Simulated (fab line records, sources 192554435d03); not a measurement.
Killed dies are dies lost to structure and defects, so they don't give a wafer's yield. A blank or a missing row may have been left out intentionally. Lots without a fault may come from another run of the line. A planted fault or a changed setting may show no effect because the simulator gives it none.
Comparing a struck lot with a sound one + flow n5-finfet + 22 out of 1938 route steps
Sound: wafers L444.1, L444.2, L444.6. The struck wafers were L456.3, L456.4, L456.6. Last of all comes the cause.
At each step with rows: each side's tool, then ch and its chambers, then its first start. Under that, the readings that differ: sound wafers + struck wafers + difference of the means + sigmas: that difference in standard deviations of wafers without a fault.
alike: a reading whose means differ by less than 2 such deviations, as well as words and numbers matching on both sides. not compared: withheld readings; readings where some wafer has no value; bounds like >300 that might hide an equal value; numbers whose values overlap and for which the record gives no deviation.
Wherever a step has rows on one side only, a row that says differs or no value, or a row with sigmas, the two part there. Numbers that don't overlap but have no deviation are shown without sigmas and don't part them. A reading that every wafer of one side lacks parts them only if that side has two wafers or more.

N5_BEOL_M8_RS_MEAS_57: uses a four-point probe to measure.
  sound on film-metro-01, day 9 03:57; struck on film-metro-01, day 12 06:41
  alike: M8_RS
N5_BEOL_M8_INSPECT_58: inspects for defects (darkfield).
  sound on defect-inspect-02, day 9 03:59; struck on defect-inspect-01, day 12 06:43
  alike: raw-defect-count
N5_BEOL_M9_ILD_DEP_00: deposits SiCOH lowk from DEMS/porogen, target thk 308.51 nm, time 58 s.
  sound on pecvd-01 ch 0,1,2, day 9 04:02; struck on pecvd-02 ch 0,1, day 12 06:44
| reading                | sound          | struck         | difference | sigmas |
|------------------------|----------------|----------------|------------|--------|
| throttle-valve-pct (%) | 13.8 13.5 12.7 | 16.0 14.0 16.0 | +2.0       | +2     |
  alike: heater-power-w, showerhead-plenum-p-Torr
  not compared: since-wet-clean-h
N5_BEOL_M9_CURE_71: cures SiCOH lowk, time 240 s.
  sound on uv-cure-02 ch 0, day 9 04:07; struck on uv-cure-01 ch 2, day 12 06:59
| reading          | sound             | struck            | difference | sigmas |
|------------------|-------------------|-------------------|------------|--------|
| wafer_temp_C_max | 386.4 386.2 386.3 | 387.3 387.7 387.8 | +1.3       | +2     |
  alike: lamp-power-pct
N5_BEOL_M9_THK_MEAS_01:
  sound on film-metro-01, day 9 05:35; struck on film-metro-01, day 12 07:20
  alike: M9_ILD_THK
then, 1 step without rows for these wafers: N5_BEOL_M9_PECVD_70 (deposits SiO2 from TEOS/O2, target thk 20 nm, time 22.7 s).
N5_BEOL_M9_HM_DEP_02: deposits TiN, target thk 20 nm.
  sound on pvd-sputter-03, day 9 06:06; struck on pvd-sputter-03, day 12 08:31
  alike: throttle-valve-pct
then, 5 steps without rows for these wafers: N5_BEOL_M9_COAT_59 (time 60 s, resist thk 100 nm); N5_BEOL_M9_COAT_60 (time 60 s, resist thk 30 nm); N5_BEOL_M9_COAT_05 (resist thk 90 nm); N5_BEOL_M9_EBR_07; N5_BEOL_M9_SOFTBAKE_06 (time 60 s).
N5_BEOL_M9_EXPOSE_08: exposes mask M9.
  sound on arfi-scanner-03 ch 0, day 9 06:28; struck on arfi-scanner-01 ch 0, day 12 08:54
| reading              | sound             | struck            | difference | sigmas |
|----------------------|-------------------|-------------------|------------|--------|
| exposure-dose-mJ-cm2 | 53.60 53.65 53.63 | 55.08 55.04 55.15 | +1.46      | +24    |
  alike: mask
then, 2 steps without rows for these wafers: N5_BEOL_M9_PEB_09 (peb time 60 s); N5_BEOL_M9_DEVELOP_10 (develop time 30 s).
N5_BEOL_M9_CD_MEAS_11 targets a cd of 64.1 nm.
  sound on cd-sem-03 ch 0, day 9 06:36; struck on cd-sem-02 ch 0, day 12 09:01
| reading    | sound          | struck         | difference | sigmas |
|------------|----------------|----------------|------------|--------|
| cd-nm (nm) | 63.1 63.8 64.3 | 65.6 65.4 66.6 | +2.1       | +3     |
N5_BEOL_M9_OVL_MEAS_12:
  sound on overlay-01 ch 0, day 9 06:38; struck on overlay-02 ch 0, day 12 09:03
  alike: M9_OVL
N5_BEOL_M9_INSPECT_13: inspects for defects (brightfield).
  sound on defect-inspect-01, day 9 06:39; struck on defect-inspect-01, day 12 09:04
  alike: raw-defect-count
N5_BEOL_M9_DESCUM_16: chemistry O2, time 7.9 s.
  sound on rie-diel-03 ch 1,2, day 9 06:41; struck on rie-diel-02 ch 0,1,3, day 12 09:07
  alike: drypump-motor-current-A, oes-product-au, rf-vpp-V, showerhead-plenum-p-Torr, throttle-valve-pct
  not compared: rf-hours-counter-h
N5_BEOL_M9_ETCH_61: etches SiARC in CF4, target depth 39 nm, time 65 s.
  sound on rie-diel-03 ch 1,2, day 9 06:43; struck on rie-diel-02 ch 0,1,3, day 12 09:08
| reading                         | sound          | struck      | difference | sigmas |
|---------------------------------|----------------|-------------|------------|--------|
| model.BEOL_M9.cd-offset-nm (nm) | -0.6 -0.2 -0.2 | 1.6 1.6 2.8 | +2.3       |        |
  alike: drypump-motor-current-A, etch-rf-on-time-s, oes-product-au, rf-vpp-V, showerhead-plenum-p-Torr, throttle-valve-pct
  not compared: rf-hours-counter-h
N5_BEOL_M9_ETCH_62: etches SOC in N2/H2, target depth 110 nm, overetch 22 nm, time 165 s.
  sound on rie-diel-03 ch 1,2, day 9 06:46; struck on rie-diel-02 ch 0,1,3, day 12 09:11
  alike: drypump-motor-current-A, oes-product-au, rf-vpp-V, showerhead-plenum-p-Torr, throttle-valve-pct
  not compared: rf-hours-counter-h
-- here the record skips 2 days between the struck wafers' starts before and after, leaving off in module BEOL_M9 and picking up in module PASSIVATION (first step shown: number 1936 of the route) --
N5_PASSIVATION_PROBE_49:
  rows exist in the record for the struck wafers here (prober-01, day 14 15:35), but not for the sound ones

## WHERE THEY PART
At N5_BEOL_M9_ILD_DEP_00 first; at N5_PASSIVATION_PROBE_49 last (within this record only).

WHY: what had been put in by the simulator
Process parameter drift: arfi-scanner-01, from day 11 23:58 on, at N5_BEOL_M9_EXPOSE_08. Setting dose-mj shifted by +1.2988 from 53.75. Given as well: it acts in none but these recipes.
